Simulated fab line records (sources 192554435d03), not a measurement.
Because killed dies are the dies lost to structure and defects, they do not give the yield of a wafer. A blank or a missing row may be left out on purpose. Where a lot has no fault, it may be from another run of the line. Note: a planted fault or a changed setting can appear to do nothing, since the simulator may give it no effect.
What tool caused it? -- flow n5-finfet -- 27 wafers from 9 lots sampled at 4 of the route's 1938 steps

== WHAT THE GAUGES READ, wafer by wafer ==
N5_FIN_SAQP_CD_MEAS_27: the cd target is 20 nm.
lot,measured,on,cd-nm (nm)
L160,day 2 02:16,cd-sem-02,20.48 19.97 20.21
L166,day 3 13:49,cd-sem-03,20.66 20.23 20.38
L167,day 3 19:22,cd-sem-02,20.30 20.38 20.36
L171,day 4 19:17,cd-sem-01,19.90 20.23 20.35
L173,day 5 07:12,cd-sem-01,20.12 20.22 20.22
L175,day 5 18:20,cd-sem-02,17.82 19.97 17.57
L176,day 6 01:23,cd-sem-03,20.43 20.52 20.61
L177,day 6 06:04,cd-sem-03,20.40 20.20 20.14
L183,day 7 18:51,cd-sem-01,20.63 20.27 20.39

== WHAT TOOL EACH LOT RAN ON (gives the tool, then ch and the chambers of the sampled wafers, and finally the start) ==
lot,N5_PMOS_HMC_CHANNEL_EPI_ETCH_38,N5_FIN_SAQP_DESCUM_21,N5_FIN_SAQP_SPACER1_ALD_24
L160,"rie-si-04 ch 1,2,3, day 1 19:43","rie-diel-05 ch 0,1,3, day 1 23:58","ald-sin-03 ch 1,2,3, day 2 01:21"
L166,"rie-si-04 ch 0,3, day 3 07:31","rie-diel-05 ch 2,3, day 3 11:48","ald-sin-01 ch 0,1,2, day 3 12:53"
L167,"rie-si-02 ch 1,2,3, day 3 13:08","rie-diel-04 ch 0,3, day 3 17:22","ald-sin-01 ch 0,1,2, day 3 18:28"
L171,"rie-si-04 ch 1,2,3, day 4 11:53","rie-diel-05 ch 0,1,2, day 4 15:53","ald-sin-01 ch 0,1,3, day 4 18:19"
L173,"rie-si-02 ch 2,3, day 5 00:38","rie-diel-05 ch 0,2,3, day 5 05:04","ald-sin-02 ch 0,1, day 5 06:16"
L175,"rie-si-01 ch 0,2,3, day 5 12:05","rie-diel-06 ch 0,2,3, day 5 16:15","ald-sin-01 ch 0,2,3, day 5 17:25"
L176,"rie-si-04 ch 0,1, day 5 18:23","rie-diel-04 ch 1,2, day 5 22:58","ald-sin-02 ch 0,1,3, day 6 00:04"
L177,"rie-si-04 ch 0,1,2, day 5 23:52","rie-diel-06 ch 0,2, day 6 03:52","ald-sin-03 ch 0,2, day 6 05:09"
L183,"rie-si-01 ch 1,2,3, day 7 12:04","rie-diel-04 ch 2,3, day 7 15:53","ald-sin-02 ch 0,2,3, day 7 17:56"
- N5_PMOS_HMC_CHANNEL_EPI_ETCH_38: etches SiO2 in CF4, target depth 1.5 nm.
- N5_FIN_SAQP_DESCUM_21: chemistry O2, time 7.9 s.
- N5_FIN_SAQP_SPACER1_ALD_24: deposits SiO2, target thk 20.3 nm, pulse time 1 s, purge time 2 s.

== THE ANSWER, worked out from the rows above alone ==
Rule: usual is defined by the lots themselves. The widest of any qualifying gaps counts: lots, ordered by their means at a reading, are off when they make up no more than a third of the lots, leave a main group of 4 or more, and stand apart from it by 3 or more times the standard deviation of that group's means. A main group is skipped when, at the precision printed for the reading in the tables above, its means are all equal. A lot without any number at a reading at which 4 lots or more have one is off too. Where the step has rows for the other lots, those lots are counted as sound.
Off, at N5_FIN_SAQP_CD_MEAS_27 on cd-nm: L175. The main group has a mean of 20.32 nm with a standard deviation of 0.12.
A tool fits if, at a process step before that reading, it ran every lot that is off, and no sound lot after the first of them. Those tools and the gauges at N5_FIN_SAQP_CD_MEAS_27 are tried in the same way. This does not decide it: 2 tools fit, namely ald-sin-01 at N5_FIN_SAQP_SPACER1_ALD_24 and cd-sem-02 at N5_FIN_SAQP_CD_MEAS_27.

== WHAT THE SIMULATOR PUT IN ==
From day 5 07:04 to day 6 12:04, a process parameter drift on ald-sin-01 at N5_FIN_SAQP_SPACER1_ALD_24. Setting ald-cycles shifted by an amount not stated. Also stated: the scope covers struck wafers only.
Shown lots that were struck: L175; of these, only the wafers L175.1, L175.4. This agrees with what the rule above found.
